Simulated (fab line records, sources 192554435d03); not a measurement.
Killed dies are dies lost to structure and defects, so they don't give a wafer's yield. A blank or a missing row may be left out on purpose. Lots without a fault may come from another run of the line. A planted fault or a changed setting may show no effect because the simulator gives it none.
Split-lot experiment | flow n5_finfet | 7 lots, 21 wafers read, on a route of 1938 steps

THE SPLIT
At N5_BEOL_M0_CUTY_COAT_51 (resist thk 150 nm), the setting spin_rpm was moved away from the recipe's 1500 rpm on 10 of the 21 wafers read, by -9.8% to +8.8%. The other wafers ran this setting at the recipe's value.

FROM THE SPLIT TO THE READING: what the file shows between them, 4 steps
- N5_BEOL_M0_CUTY_EXPOSE_54: exposes mask M0 ABLK (also split here: dose_mj)
- N5_BEOL_M0_CUTY_PEB_55: peb time 60 s
- N5_BEOL_M0_CUTY_DEVELOP_56: develop time 30 s
- N5_BEOL_M0_CUTY_CD_MEAS_57: target cd 200 nm

THE READING
CAR-ArF-block_of_BEOL_M0_CUTY_COAT_51.thk_nm (the simulator's own value, which no gauge read), in nm, at N5_BEOL_M0_CUTY_DESCUM_61 (chemistry O2, time 7.9 s). The file gives no usual value for it. The 11 wafers here that ran the recipe average 142.9 nm, standard deviation 0.46 nm.

wafer  | tool, chamber at the split | spin_rpm as run, rpm | against the recipe | CAR-ArF-block_of_BEOL_M0_CUTY_COAT_51.thk_nm, nm | against lot-mates on the recipe
L076.1 | litho_track-05, 0          | 1632                 | +8.8%              | 136.6                                            | -6.3
L076.3 | litho_track-05, 0          | 1500                 | recipe             | 143.2                                            | -
L076.5 | litho_track-05, 0          | 1500                 | recipe             | 142.6                                            | -
L080.1 | litho_track-05, 0          | 1500                 | recipe             | 142.4                                            | -
L080.3 | litho_track-05, 0          | 1500                 | recipe             | 142.4                                            | -
L080.2 | litho_track-05, 0          | 1500                 | recipe             | 142.2                                            | -
L081.2 | litho_track-01, 0          | 1393                 | -7.1%              | 148.8                                            | +6.0
L081.3 | litho_track-01, 0          | 1393                 | -7.1%              | 148.6                                            | +5.8
L081.5 | litho_track-01, 0          | 1500                 | recipe             | 142.8                                            | -
L089.1 | litho_track-01, 0          | 1449                 | -3.4%              | 145.8                                            | +2.2
L089.2 | litho_track-01, 0          | 1449                 | -3.4%              | 145.8                                            | +2.2
L089.4 | litho_track-01, 0          | 1500                 | recipe             | 143.6                                            | -
L088.3 | litho_track-05, 0          | 1622                 | +8.1%              | 137                                              | -6.6
L088.4 | litho_track-05, 0          | 1500                 | recipe             | 143.6                                            | -
L088.5 | litho_track-05, 0          | 1622                 | +8.1%              | 137.6                                            | -6.0
L095.2 | litho_track-03, 0          | 1419                 | -5.4%              | 147                                              | +4.2
L095.4 | litho_track-03, 0          | 1500                 | recipe             | 143                                              | -
L095.5 | litho_track-03, 0          | 1500                 | recipe             | 142.6                                            | -
L097.1 | litho_track-03, 0          | 1353                 | -9.8%              | 151.2                                            | +8.0
L097.4 | litho_track-03, 0          | 1353                 | -9.8%              | 151.2                                            | +8.0
L097.2 | litho_track-03, 0          | 1500                 | recipe             | 143.2                                            | -

THE FIT
A straight line over all 21 wafers: CAR-ArF-block_of_BEOL_M0_CUTY_COAT_51.thk_nm changes by -0.773 nm for each +1% of spin_rpm; r = -0.99; the points scatter about the line by 0.48 nm.
The same after taking each lot's own level away (the mean of its wafers on the recipe; 21 wafers): -0.783 nm for each +1%; r = -1.00; scatter 0.29 nm.
On that fit, the largest move of spin_rpm shifts the reading by 7.7 nm.
The lots' own levels span 142.33 to 143.60 nm, that is 2.7 times the standard deviation above.
So the lot-to-lot level changes the slope little: the two slopes agree.
Check: with one of the wafers moved furthest among these (-9.8%) left out of the fit, the line predicts +7.66 nm for it against its lot-mates. It came out at +8 nm against them.

OTHER SPLITS ON THESE WAFERS
These wafers also went through other splits before the reading. Each is held against what the fit with the lots' levels taken away leaves over:
other split on the same wafers          | wafers away from the commonest value | r with CAR-ArF-block_of_BEOL_M0_CUTY_COAT_51.thk_nm (lot level and that fit taken away)
N5_HKMG_FIN_COAT_43 spin_rpm            | 9                                    | +0.49
N5_GATE_CUT_COAT_27 spin_rpm            | 8                                    | -0.44
N5_GATE_CUT_ETCH_36 cf4_flow_sccm       | 7                                    | -0.10
N5_MOL_CONTACT_COAG_EXPOSE_81 dose_mj   | 9                                    | +0.25
N5_MOL_CONTACT_COAG_ALD_133 ald_cycles  | 8                                    | +0.32
N5_MOL_CONTACT_COAG_VIA_ETCH_117 bias_w | 7                                    | -0.34
N5_BEOL_M0_CUTY_EXPOSE_54 dose_mj       | 8                                    | +0.09

THE WHOLE CHAIN: every reading that the file lists as answering this split, in the file's order
step                       | what it does             | reading                                                                                       | change (the file's fit)               | r (the file's)
N5_BEOL_M0_CUTY_COAT_51    | resist thk 150 nm        | CAR-ArF-block_of_BEOL_M0_CUTY_COAT_51.thk_nm (the simulator's own value, which no gauge read) | -0.788 nm for each +1% of the setting | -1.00
N5_BEOL_M0_CUTY_DEVELOP_56 | develop time 30 s        | CAR-ArF-block_of_BEOL_M0_CUTY_COAT_51.thk_nm (the simulator's own value, which no gauge read) | -0.772 nm for each +1% of the setting | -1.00
N5_BEOL_M0_CUTY_DESCUM_61  | chemistry O2, time 7.9 s | CAR-ArF-block_of_BEOL_M0_CUTY_COAT_51.thk_nm (the simulator's own value, which no gauge read) | -0.777 nm for each +1% of the setting | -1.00

THE FILE'S OWN FIT
CAR-ArF-block_of_BEOL_M0_CUTY_COAT_51.thk_nm changes by -0.777 nm for each +1% of spin_rpm, r = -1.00.
